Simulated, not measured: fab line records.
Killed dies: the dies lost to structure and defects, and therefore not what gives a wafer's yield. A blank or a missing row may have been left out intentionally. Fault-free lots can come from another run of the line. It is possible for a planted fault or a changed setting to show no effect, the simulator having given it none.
fab line records || flow n5_finfet
record: {"lots": 5, "wafers": 15, "last_day": 16}
route steps=1938 shown BEOL_M2@848 BEOL_M4@1111
lots that met no fault: taken from a fault-free run of the same line
start_h: the number of hours between the record's first day and the start of the first shown wafer of the lot || wait_h: time in hours since the lot's previous step || " as in the row above || L1.1+2: a single row standing in for several wafers || - no value, or no start given || * or withheld: withheld || < > ~ a bound
route shown NAME@n: NAME is a module with steps in the file, n the number in the route of the first one || usual: mean/standard deviation taken from wafers without a fault || same: alike in all rows || chamber/n: place in a boat || sites: per-site readings || _std_site: how widely they spread, as a standard deviation || _edge_site: mean of outer sites minus mean of inner sites || radius_mm: for every site, how far away it sits from the centre of the wafer || mask NAME#n: copy n || behind: the most recent tool/chamber to have shaped the wafer || hold: cause of the lot's hold/its duration in hours/its outcome || device: the transistor (n, p or np) that didn't switch || end of line: the route-end tests of the same wafers || for a step that has no rows: nothing shown but its recipe || killed: the dies lost at the first sort to structure and to defects; this is not the yield of the wafer || map: a wafer's dies, marking killed ones x, the rest . and places with no die _
set.NAME: setting as actually run; set.NAME@STEP: the setting as run at that earlier step || model.NAME: the simulator's own value behind a step, which no gauge read
certain route steps with their lots: each step a table, each wafer a row
services: from which hour (start_h, from the record's first day; less than 0 if before it) a tool's chamber was out of use, for how many hours, and why
== steps ==
step: N5_BEOL_M2_COAT_05
recipe: {"resist": "CAR-EUV", "spin_rpm": 1500, "resist_thk_nm": 30}
step: N5_BEOL_M2_EBR_07
recipe: {"solvent": "PGMEA", "ebr_width_mm": 1.5}
step: N5_BEOL_M2_SOFTBAKE_06
recipe: {"temp_c": 110, "time_s": 60, "resist": "CAR-EUV"}
step: N5_BEOL_M2_EXPOSE_08
recipe: {"mask_id": "M2", "na": 0.33, "source_shape": "dipole", "sigma_inner": 0.369, "sigma_outer": 0.767, "polarization": "unpolarized", "dose_mj": 41.25}
step: N5_BEOL_M2_PEB_09
recipe: {"peb_temp_c": 100, "peb_time_s": 60, "resist": "CAR-EUV"}
step: N5_BEOL_M2_DEVELOP_10
recipe: {"develop_time_s": 30, "developer": "TMAH", "resist": "CAR-EUV", "rinse_liquid": "surfactant_rinse", "dry": "air_spin", "dev_temp_c": 23}
step: N5_BEOL_M2_DESCUM_16
recipe: {"chemistry": "O2", "time_s": 7, "source_power_w": 50, "bias_power_w": 20, "pressure_mtorr": 20, "rf_frequency_hz": 2.712e+07, "temp_c": 40, "resist": "CAR-EUV", "o2_flow_sccm": 225}
step: N5_BEOL_M2_ETCH_74
recipe: {"chemistry": "N2/H2", "target": "underlayer", "target_depth_a": 65, "mask_material": "CAR-EUV", "time_s": 5.2, "ion_energy_ev": 200, "pressure_mtorr": 30, "source_w": 840, "bias_w": 150, "n2_flow_sccm": 200, "h2_flow_sccm": 200, "ends": "cleared"}
step: N5_BEOL_M2_ETCH_63
recipe: {"chemistry": "CF4", "target": "SiARC", "target_depth_a": 156, "mask_material": "CAR-EUV", "time_s": 26, "ion_energy_ev": 80, "pressure_mtorr": 40, "source_w": 545, "bias_w": 36, "Ar_flow_sccm": 100, "cf4_flow_sccm": 100, "ends": "cleared"}
step: N5_BEOL_M2_ETCH_64
recipe: {"chemistry": "N2/H2", "target": "SOC", "target_depth_a": 750, "overetch_a": 225, "mask_material": "SiARC", "temp_c": 40, "time_s": 121.9, "ion_energy_ev": 200, "pressure_mtorr": 30, "source_w": 840, "bias_w": 150, "n2_flow_sccm": 200, "h2_flow_sccm": 200}
usual: {"drypump_motor_current_A": "5.7/0.41", "oes_product_au": "0.61/0.057", "rf_fwd_power_W": "836.9/2.5", "rf_vpp_V": "524.4/2.2", "showerhead_plenum_p_Torr": "2.55/0.079", "throttle_valve_pct": "17.80/0.18"}
{"lot.wafer": "L678.1", "tool": "rie_diel-01", "chamber": 1, "start_h": 173.19, "wait_h": 0.0, "drypump_motor_current_A": 6.1, "oes_product_au": 0.63, "rf_fwd_power_W": 834.0, "rf_hours_counter_h": 80, "rf_vpp_V": 524.6, "showerhead_plenum_p_Torr": 2.55, "throttle_valve_pct": 17.71, "model.SiARC_of_BEOL_M2_COAT_62.thk_nm": 6.2, "model.BEOL_M2.cd_offset_nm": 0.6}
{"lot.wafer": "L678.5", "tool": "rie_diel-01", "chamber": 0, "start_h": 173.19, "wait_h": 0.0, "drypump_motor_current_A": 5.4, "oes_product_au": 0.65, "rf_fwd_power_W": 837.8, "rf_hours_counter_h": "-", "rf_vpp_V": 525.3, "showerhead_plenum_p_Torr": 2.56, "throttle_valve_pct": 17.57, "model.SiARC_of_BEOL_M2_COAT_62.thk_nm": 6.4, "model.BEOL_M2.cd_offset_nm": 0}
{"lot.wafer": "L678.6", "tool": "rie_diel-01", "chamber": 1, "start_h": 173.19, "wait_h": 0.0, "drypump_motor_current_A": 6.1, "oes_product_au": 0.63, "rf_fwd_power_W": 833.9, "rf_hours_counter_h": "-", "rf_vpp_V": 525.2, "showerhead_plenum_p_Torr": 2.55, "throttle_valve_pct": 17.71, "model.SiARC_of_BEOL_M2_COAT_62.thk_nm": 6.2, "model.BEOL_M2.cd_offset_nm": 0.2}
{"lot.wafer": "L683.1", "tool": "rie_diel-01", "chamber": 0, "start_h": 214.42, "wait_h": 0.0, "drypump_motor_current_A": 5.4, "oes_product_au": 0.64, "rf_fwd_power_W": 633.1, "rf_hours_counter_h": 77, "rf_vpp_V": 572.5, "showerhead_plenum_p_Torr": 2.56, "throttle_valve_pct": 17.59, "model.SiARC_of_BEOL_M2_COAT_62.thk_nm": 7.2, "model.BEOL_M2.cd_offset_nm": 0.2}
{"lot.wafer": "L683.3", "tool": "rie_diel-01", "chamber": 2, "start_h": 214.42, "wait_h": 0.0, "drypump_motor_current_A": 4.9, "oes_product_au": 0.68, "rf_fwd_power_W": 633.0, "rf_hours_counter_h": 41, "rf_vpp_V": 575.5, "showerhead_plenum_p_Torr": 2.59, "throttle_valve_pct": 17.60, "model.SiARC_of_BEOL_M2_COAT_62.thk_nm": 6.8, "model.BEOL_M2.cd_offset_nm": -0.2}
{"lot.wafer": "L683.5", "tool": "rie_diel-01", "chamber": 1, "start_h": 214.42, "wait_h": 0.0, "drypump_motor_current_A": 6.1, "oes_product_au": 0.62, "rf_fwd_power_W": 634.3, "rf_hours_counter_h": "-", "rf_vpp_V": 575.0, "showerhead_plenum_p_Torr": 2.54, "throttle_valve_pct": 17.73, "model.SiARC_of_BEOL_M2_COAT_62.thk_nm": 7, "model.BEOL_M2.cd_offset_nm": -0.2}
{"lot.wafer": "L685.2", "tool": "rie_diel-01", "chamber": 0, "start_h": 223.71, "wait_h": 0.0, "drypump_motor_current_A": 5.5, "oes_product_au": 0.63, "rf_fwd_power_W": 635.1, "rf_hours_counter_h": 80, "rf_vpp_V": 573.5, "showerhead_plenum_p_Torr": 2.55, "throttle_valve_pct": 17.60, "model.SiARC_of_BEOL_M2_COAT_62.thk_nm": 7.2, "model.BEOL_M2.cd_offset_nm": 0}
{"lot.wafer": "L685.3", "tool": "rie_diel-01", "chamber": 3, "start_h": 223.71, "wait_h": 0.0, "drypump_motor_current_A": 5.6, "oes_product_au": 0.51, "rf_fwd_power_W": 639.3, "rf_hours_counter_h": 239, "rf_vpp_V": 574.5, "showerhead_plenum_p_Torr": 2.61, "throttle_valve_pct": 18.02, "model.SiARC_of_BEOL_M2_COAT_62.thk_nm": 7.4, "model.BEOL_M2.cd_offset_nm": 0}
{"lot.wafer": "L685.5", "tool": "rie_diel-01", "chamber": 0, "start_h": 223.71, "wait_h": 0.0, "drypump_motor_current_A": 5.4, "oes_product_au": 0.64, "rf_fwd_power_W": 635.1, "rf_hours_counter_h": "-", "rf_vpp_V": 575.3, "showerhead_plenum_p_Torr": 2.55, "throttle_valve_pct": 17.60, "model.SiARC_of_BEOL_M2_COAT_62.thk_nm": 7.4, "model.BEOL_M2.cd_offset_nm": 0.2}
{"lot.wafer": "L687.2", "tool": "rie_diel-01", "chamber": 2, "start_h": 226.58, "wait_h": 0.0, "drypump_motor_current_A": 4.9, "oes_product_au": 0.69, "rf_fwd_power_W": 635.5, "rf_hours_counter_h": 44, "rf_vpp_V": 575.1, "showerhead_plenum_p_Torr": 2.59, "throttle_valve_pct": 17.61, "model.SiARC_of_BEOL_M2_COAT_62.thk_nm": 6.8, "model.BEOL_M2.cd_offset_nm": -1.2}
{"lot.wafer": "L687.5", "tool": "rie_diel-01", "chamber": 0, "start_h": 226.58, "wait_h": 0.0, "drypump_motor_current_A": 5.4, "oes_product_au": 0.64, "rf_fwd_power_W": 635.6, "rf_hours_counter_h": "-", "rf_vpp_V": 573.8, "showerhead_plenum_p_Torr": 2.55, "throttle_valve_pct": 17.61, "model.SiARC_of_BEOL_M2_COAT_62.thk_nm": 7.2, "model.BEOL_M2.cd_offset_nm": -0.6}
{"lot.wafer": "L687.6", "tool": "rie_diel-01", "chamber": 1, "start_h": 226.58, "wait_h": 0.0, "drypump_motor_current_A": 6.1, "oes_product_au": 0.61, "rf_fwd_power_W": 633.7, "rf_hours_counter_h": "-", "rf_vpp_V": 574.6, "showerhead_plenum_p_Torr": 2.54, "throttle_valve_pct": 17.74, "model.SiARC_of_BEOL_M2_COAT_62.thk_nm": 7, "model.BEOL_M2.cd_offset_nm": -0.8}
{"lot.wafer": "L689.3", "tool": "rie_diel-05", "chamber": 2, "start_h": 236.23, "wait_h": 0.0, "drypump_motor_current_A": 5.8, "oes_product_au": 0.64, "rf_fwd_power_W": 835.0, "rf_hours_counter_h": 69, "rf_vpp_V": 521.9, "showerhead_plenum_p_Torr": 2.47, "throttle_valve_pct": 17.86, "model.SiARC_of_BEOL_M2_COAT_62.thk_nm": 6, "model.BEOL_M2.cd_offset_nm": 0.2}
{"lot.wafer": "L689.4", "tool": "rie_diel-05", "chamber": 3, "start_h": 236.23, "wait_h": 0.0, "drypump_motor_current_A": 6.3, "oes_product_au": 0.71, "rf_fwd_power_W": 840.0, "rf_hours_counter_h": 9, "rf_vpp_V": 524.1, "showerhead_plenum_p_Torr": 2.62, "throttle_valve_pct": 17.73, "model.SiARC_of_BEOL_M2_COAT_62.thk_nm": 6.2, "model.BEOL_M2.cd_offset_nm": 0.2}
{"lot.wafer": "L689.6", "tool": "rie_diel-05", "chamber": 0, "start_h": 236.23, "wait_h": 0.0, "drypump_motor_current_A": 5.7, "oes_product_au": 0.59, "rf_fwd_power_W": 837.4, "rf_hours_counter_h": "-", "rf_vpp_V": 524.3, "showerhead_plenum_p_Torr": 2.58, "throttle_valve_pct": 17.63, "model.SiARC_of_BEOL_M2_COAT_62.thk_nm": 6.4, "model.BEOL_M2.cd_offset_nm": 0}
step: N5_BEOL_M2_STRIP_65
recipe: {"chemistry": "N2/H2", "temp_c": 40, "n2_flow_sccm": 200, "h2_flow_sccm": 200, "rf_frequency_hz": 6e+07}
step: N5_BEOL_M2_STRIP_75
recipe: {"chemistry": "N2/H2", "temp_c": 40, "n2_flow_sccm": 200, "h2_flow_sccm": 200, "rf_frequency_hz": 6e+07}
step: N5_BEOL_M2_STRIP_66
recipe: {"chemistry": "CF4", "resist": "SiARC", "power_w": 300, "bias_power_w": 75, "pressure_mtorr": 50, "cf4_flow_sccm": 150, "rf_frequency_hz": 6e+07}
step: N5_BEOL_M2_HM_OPEN_17
recipe: {"chemistry": "Cl2/BCl3", "target_depth_a": 200, "overetch_a": 60, "target": "TiN", "mask_material": "SOC", "ion_energy_ev": 150, "pressure_mtorr": 10, "icp_w": 1000, "bias_w": 126, "Cl2_flow_sccm": 53.25, "bcl3_flow_sccm": 21.75, "Ar_flow_sccm": 25}
usual: {"drypump_motor_current_A": "5.9/0.6", "oes_product_au": "0.70/0.087", "throttle_valve_pct": "22.04/0.28"}
{"lot.wafer": "L678.1", "tool": "rie_metal-01", "chamber": 1, "start_h": 173.36, "wait_h": 0.0, "drypump_motor_current_A": 6.3, "oes_product_au": 0.52, "rf_hours_counter_h": 131, "throttle_valve_pct": 21.75, "model.BEOL_M2.cd_offset_nm": 0.6}
{"lot.wafer": "L678.5", "tool": "rie_metal-01", "chamber": 1, "start_h": 173.36, "wait_h": 0.0, "drypump_motor_current_A": 6.2, "oes_product_au": 0.51, "rf_hours_counter_h": "-", "throttle_valve_pct": 21.75, "model.BEOL_M2.cd_offset_nm": 0}
{"lot.wafer": "L678.6", "tool": "rie_metal-01", "chamber": 0, "start_h": 173.36, "wait_h": 0.0, "drypump_motor_current_A": 4.7, "oes_product_au": 0.79, "rf_hours_counter_h": "-", "throttle_valve_pct": 22.13, "model.BEOL_M2.cd_offset_nm": 0.2}
{"lot.wafer": "L683.1", "tool": "rie_metal-01", "chamber": 0, "start_h": 214.59, "wait_h": 0.0, "drypump_motor_current_A": 4.7, "oes_product_au": 0.78, "rf_hours_counter_h": 12, "throttle_valve_pct": 22.12, "model.BEOL_M2.cd_offset_nm": 0.2}
{"lot.wafer": "L683.3", "tool": "rie_metal-01", "chamber": 1, "start_h": 214.59, "wait_h": 0.0, "drypump_motor_current_A": 6.3, "oes_product_au": 0.84, "rf_hours_counter_h": "-", "throttle_valve_pct": 21.35, "model.BEOL_M2.cd_offset_nm": -0.2}
{"lot.wafer": "L683.5", "tool": "rie_metal-01", "chamber": 1, "start_h": 214.59, "wait_h": 0.0, "drypump_motor_current_A": 6.3, "oes_product_au": 0.85, "rf_hours_counter_h": "-", "throttle_valve_pct": 21.35, "model.BEOL_M2.cd_offset_nm": -0.2}
{"lot.wafer": "L685.2", "tool": "rie_metal-03", "chamber": 0, "start_h": 223.89, "wait_h": 0.0, "drypump_motor_current_A": 6.3, "oes_product_au": 0.76, "rf_hours_counter_h": 14, "throttle_valve_pct": 22.05, "model.BEOL_M2.cd_offset_nm": 0.2}
{"lot.wafer": "L685.3", "tool": "rie_metal-03", "chamber": 0, "start_h": 223.89, "wait_h": 0.0, "drypump_motor_current_A": 6.3, "oes_product_au": 0.77, "rf_hours_counter_h": "-", "throttle_valve_pct": 22.03, "model.BEOL_M2.cd_offset_nm": 0}
{"lot.wafer": "L685.5", "tool": "rie_metal-03", "chamber": 1, "start_h": 223.89, "wait_h": 0.0, "drypump_motor_current_A": 6.3, "oes_product_au": 0.72, "rf_hours_counter_h": "-", "throttle_valve_pct": 22.04, "model.BEOL_M2.cd_offset_nm": 0.4}
{"lot.wafer": "L687.2", "tool": "rie_metal-03", "chamber": 0, "start_h": 226.75, "wait_h": 0.0, "drypump_motor_current_A": 6.3, "oes_product_au": 0.76, "rf_hours_counter_h": 15, "throttle_valve_pct": 22.04, "model.BEOL_M2.cd_offset_nm": -1.2}
{"lot.wafer": "L687.5", "tool": "rie_metal-03", "chamber": 0, "start_h": 226.75, "wait_h": 0.0, "drypump_motor_current_A": 6.4, "oes_product_au": 0.75, "rf_hours_counter_h": "-", "throttle_valve_pct": 22.05, "model.BEOL_M2.cd_offset_nm": -0.6}
{"lot.wafer": "L687.6", "tool": "rie_metal-03", "chamber": 1, "start_h": 226.75, "wait_h": 0.0, "drypump_motor_current_A": 6.4, "oes_product_au": 0.70, "rf_hours_counter_h": "-", "throttle_valve_pct": 22.06, "model.BEOL_M2.cd_offset_nm": -0.6}
{"lot.wafer": "L689.3", "tool": "rie_metal-03", "chamber": 0, "start_h": 236.44, "wait_h": 0.1, "drypump_motor_current_A": 6.3, "oes_product_au": 0.75, "rf_hours_counter_h": "-", "throttle_valve_pct": 22.05, "model.BEOL_M2.cd_offset_nm": 0}
{"lot.wafer": "L689.4", "tool": "rie_metal-03", "chamber": 1, "start_h": 236.44, "wait_h": 0.1, "drypump_motor_current_A": 6.4, "oes_product_au": 0.70, "rf_hours_counter_h": "-", "throttle_valve_pct": 22.06, "model.BEOL_M2.cd_offset_nm": 0.2}
{"lot.wafer": "L689.6", "tool": "rie_metal-03", "chamber": 0, "start_h": 236.44, "wait_h": 0.1, "drypump_motor_current_A": 6.4, "oes_product_au": 0.75, "rf_hours_counter_h": "-", "throttle_valve_pct": 22.05, "model.BEOL_M2.cd_offset_nm": 0}
step: N5_BEOL_M2_STRIP_19
recipe: {"chemistry": "O2", "power_w": 400, "temp_c": 40, "pressure_mtorr": 30, "rf_frequency_hz": 6e+07, "bias_power_w": 0, "overash_fraction": 0.2, "o2_flow_sccm": 225}
step: N5_BEOL_M4_RC_MEAS_101
usual: {"DIBL_N": "36.0/1.7", "DIBL_P": "36.2/2.3", "IOFF_N": "0.16/0.03", "IOFF_P": "0.21/0.036", "ION_N": "679/11", "ION_P": "465/7.1", "SS_N": "71.4/0.58", "SS_P": "73.3/0.75", "VT_N": "249/3.1", "VT_P": "-251/3.5"}
{"lot.wafer": "L678.1", "tool": "prober-02", "chamber": 0, "start_h": 206.19, "wait_h": 0.0, "DIBL_N[mV/V]": 36.3, "DIBL_P[mV/V]": 35.2, "IOFF_N[nA/um]": 0.15, "IOFF_P[nA/um]": 0.18, "ION_N[uA/um]": 668, "ION_P[uA/um]": 458, "SS_N[mV/dec]": 71.0, "SS_P[mV/dec]": 73.9, "VT_N[mV]": 249, "VT_P[mV]": -252}
{"lot.wafer": "L678.5", "tool": "prober-02", "chamber": 0, "start_h": 206.19, "wait_h": 0.0, "DIBL_N[mV/V]": 36.2, "DIBL_P[mV/V]": 35.1, "IOFF_N[nA/um]": 0.15, "IOFF_P[nA/um]": 0.19, "ION_N[uA/um]": 675, "ION_P[uA/um]": 465, "SS_N[mV/dec]": 70.8, "SS_P[mV/dec]": 73.2, "VT_N[mV]": 250, "VT_P[mV]": -251}
{"lot.wafer": "L678.6", "tool": "prober-02", "chamber": 0, "start_h": 206.19, "wait_h": 0.0, "DIBL_N[mV/V]": 35.5, "DIBL_P[mV/V]": 34.5, "IOFF_N[nA/um]": 0.13, "IOFF_P[nA/um]": 0.17, "ION_N[uA/um]": 673, "ION_P[uA/um]": 454, "SS_N[mV/dec]": 70.7, "SS_P[mV/dec]": 73.2, "VT_N[mV]": 253, "VT_P[mV]": -253}
{"lot.wafer": "L683.1", "tool": "prober-02", "chamber": 0, "start_h": 251.13, "wait_h": 0.0, "DIBL_N[mV/V]": 35.7, "DIBL_P[mV/V]": 36.0, "IOFF_N[nA/um]": 0.16, "IOFF_P[nA/um]": 0.22, "ION_N[uA/um]": 681, "ION_P[uA/um]": 470, "SS_N[mV/dec]": 70.8, "SS_P[mV/dec]": 73.1, "VT_N[mV]": 251, "VT_P[mV]": -248}
{"lot.wafer": "L683.3", "tool": "prober-02", "chamber": 0, "start_h": 251.13, "wait_h": 0.0, "DIBL_N[mV/V]": 37.0, "DIBL_P[mV/V]": 37.3, "IOFF_N[nA/um]": 0.17, "IOFF_P[nA/um]": 0.25, "ION_N[uA/um]": 682, "ION_P[uA/um]": 467, "SS_N[mV/dec]": 70.8, "SS_P[mV/dec]": 73.5, "VT_N[mV]": 246, "VT_P[mV]": -246}
{"lot.wafer": "L683.5", "tool": "prober-02", "chamber": 0, "start_h": 251.13, "wait_h": 0.0, "DIBL_N[mV/V]": 35.4, "DIBL_P[mV/V]": 35.4, "IOFF_N[nA/um]": 0.14, "IOFF_P[nA/um]": 0.21, "ION_N[uA/um]": 662, "ION_P[uA/um]": 467, "SS_N[mV/dec]": 71.4, "SS_P[mV/dec]": 73.1, "VT_N[mV]": 253, "VT_P[mV]": -249}
{"lot.wafer": "L685.2", "tool": "prober-01", "chamber": 0, "start_h": 251.80, "wait_h": 0.4, "DIBL_N[mV/V]": 36.0, "DIBL_P[mV/V]": 36.0, "IOFF_N[nA/um]": 0.14, "IOFF_P[nA/um]": 0.23, "ION_N[uA/um]": 669, "ION_P[uA/um]": 470, "SS_N[mV/dec]": 71.0, "SS_P[mV/dec]": 73.3, "VT_N[mV]": 253, "VT_P[mV]": -246}
{"lot.wafer": "L685.3", "tool": "prober-01", "chamber": 0, "start_h": 251.80, "wait_h": 0.4, "DIBL_N[mV/V]": 37.7, "DIBL_P[mV/V]": 37.5, "IOFF_N[nA/um]": 0.17, "IOFF_P[nA/um]": 0.26, "ION_N[uA/um]": 682, "ION_P[uA/um]": 476, "SS_N[mV/dec]": 71.8, "SS_P[mV/dec]": 73.5, "VT_N[mV]": 247, "VT_P[mV]": -248}
{"lot.wafer": "L685.5", "tool": "prober-01", "chamber": 0, "start_h": 251.80, "wait_h": 0.4, "DIBL_N[mV/V]": 35.0, "DIBL_P[mV/V]": 34.6, "IOFF_N[nA/um]": 0.12, "IOFF_P[nA/um]": 0.20, "ION_N[uA/um]": 667, "ION_P[uA/um]": 465, "SS_N[mV/dec]": 71.1, "SS_P[mV/dec]": 72.8, "VT_N[mV]": 254, "VT_P[mV]": -250}
{"lot.wafer": "L687.2", "tool": "prober-02", "chamber": 0, "start_h": 260.48, "wait_h": 0.2, "DIBL_N[mV/V]": 34.8, "DIBL_P[mV/V]": 35.1, "IOFF_N[nA/um]": 0.14, "IOFF_P[nA/um]": 0.19, "ION_N[uA/um]": 664, "ION_P[uA/um]": 461, "SS_N[mV/dec]": 71.6, "SS_P[mV/dec]": 72.5, "VT_N[mV]": 251, "VT_P[mV]": -250}
{"lot.wafer": "L687.5", "tool": "prober-02", "chamber": 0, "start_h": 260.48, "wait_h": 0.2, "DIBL_N[mV/V]": 35.2, "DIBL_P[mV/V]": 35.0, "IOFF_N[nA/um]": 0.14, "IOFF_P[nA/um]": 0.19, "ION_N[uA/um]": 668, "ION_P[uA/um]": 455, "SS_N[mV/dec]": 70.7, "SS_P[mV/dec]": 72.5, "VT_N[mV]": 252, "VT_P[mV]": -250}
{"lot.wafer": "L687.6", "tool": "prober-02", "chamber": 0, "start_h": 260.48, "wait_h": 0.2, "DIBL_N[mV/V]": 36.6, "DIBL_P[mV/V]": 36.4, "IOFF_N[nA/um]": 0.16, "IOFF_P[nA/um]": 0.21, "ION_N[uA/um]": 669, "ION_P[uA/um]": 458, "SS_N[mV/dec]": 71.6, "SS_P[mV/dec]": 73.1, "VT_N[mV]": 250, "VT_P[mV]": -250}
{"lot.wafer": "L689.3", "tool": "prober-02", "chamber": 0, "start_h": 271.38, "wait_h": 0.3, "DIBL_N[mV/V]": 39.3, "DIBL_P[mV/V]": 40.3, "IOFF_N[nA/um]": 0.22, "IOFF_P[nA/um]": 0.26, "ION_N[uA/um]": 691, "ION_P[uA/um]": 474, "SS_N[mV/dec]": 71.6, "SS_P[mV/dec]": 75.2, "VT_N[mV]": 244, "VT_P[mV]": -249}
{"lot.wafer": "L689.4", "tool": "prober-02", "chamber": 0, "start_h": 271.38, "wait_h": 0.3, "DIBL_N[mV/V]": 38.4, "DIBL_P[mV/V]": 37.8, "IOFF_N[nA/um]": 0.18, "IOFF_P[nA/um]": 0.21, "ION_N[uA/um]": 680, "ION_P[uA/um]": 464, "SS_N[mV/dec]": 72.3, "SS_P[mV/dec]": 73.9, "VT_N[mV]": 250, "VT_P[mV]": -252}
{"lot.wafer": "L689.6", "tool": "prober-02", "chamber": 0, "start_h": 271.38, "wait_h": 0.3, "DIBL_N[mV/V]": 37.1, "DIBL_P[mV/V]": 37.3, "IOFF_N[nA/um]": 0.16, "IOFF_P[nA/um]": 0.20, "ION_N[uA/um]": 673, "ION_P[uA/um]": 459, "SS_N[mV/dec]": 71.7, "SS_P[mV/dec]": 73.3, "VT_N[mV]": 250, "VT_P[mV]": -251}
== services ==
{"tool": "rie_metal-01", "chamber": 1, "start_h": 180.25, "hours": 2.8, "kind": "repair"}
{"tool": "rie_metal-01", "chamber": 1, "start_h": 183.06, "hours": "-", "kind": "clean"}
{"tool": "rie_metal-01", "chamber": 1, "start_h": 183.06, "hours": 12.9, "kind": "scheduled_down"}
{"tool": "rie_metal-01", "chamber": 1, "start_h": 183.06, "hours": 12.9, "kind": "vent_cycle"}
{"tool": "rie_diel-05", "chamber": 3, "start_h": 194.37, "hours": "-", "kind": "clean"}
{"tool": "rie_diel-05", "chamber": 3, "start_h": 194.37, "hours": "-", "kind": "consumable_replace:focus_ring"}
{"tool": "rie_diel-05", "chamber": 3, "start_h": 194.37, "hours": 13.7, "kind": "scheduled_down"}
{"tool": "rie_diel-05", "chamber": 3, "start_h": 194.37, "hours": 13.7, "kind": "vent_cycle"}
== key ==
first_sign: {"step": "N5_BEOL_M2_ETCH_64", "reading": "rf_fwd_power_W", "direction": "down", "sigmas": 81, "usual": "*", "struck": "*"}
effect: {"step": "N5_BEOL_M2_ETCH_64", "reading": "rf_vpp_V", "direction": "up", "sigmas": 23, "usual": 524.4, "struck": 574.4}
model_effect: {"step": "N5_BEOL_M2_ETCH_64", "value": "SiARC_of_BEOL_M2_COAT_62.thk_nm", "without": 6.289, "struck": 7.111}
model_effect: {"step": "N5_BEOL_M2_HM_OPEN_17", "value": "BEOL_M2.cd_offset_nm", "without": 0.3111, "struck": -0.2222}
met_at N5_BEOL_M2_ETCH_64
struck_wafers L683.1,L683.3,L683.5,L685.2,L685.3,L685.5,L687.2,L687.5,L687.6
onset_between 173.19 214.42
fault: {"kind": "process_parameter_drift", "tool": "rie_diel-01", "chamber": "-", "onset_h": 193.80, "steps": "N5_BEOL_M2_ETCH_64", "channel": "source_w", "offset": -201.6, "shape": "step", "end_h": 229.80, "acts_in": "these_recipes_only", "stated": 840}
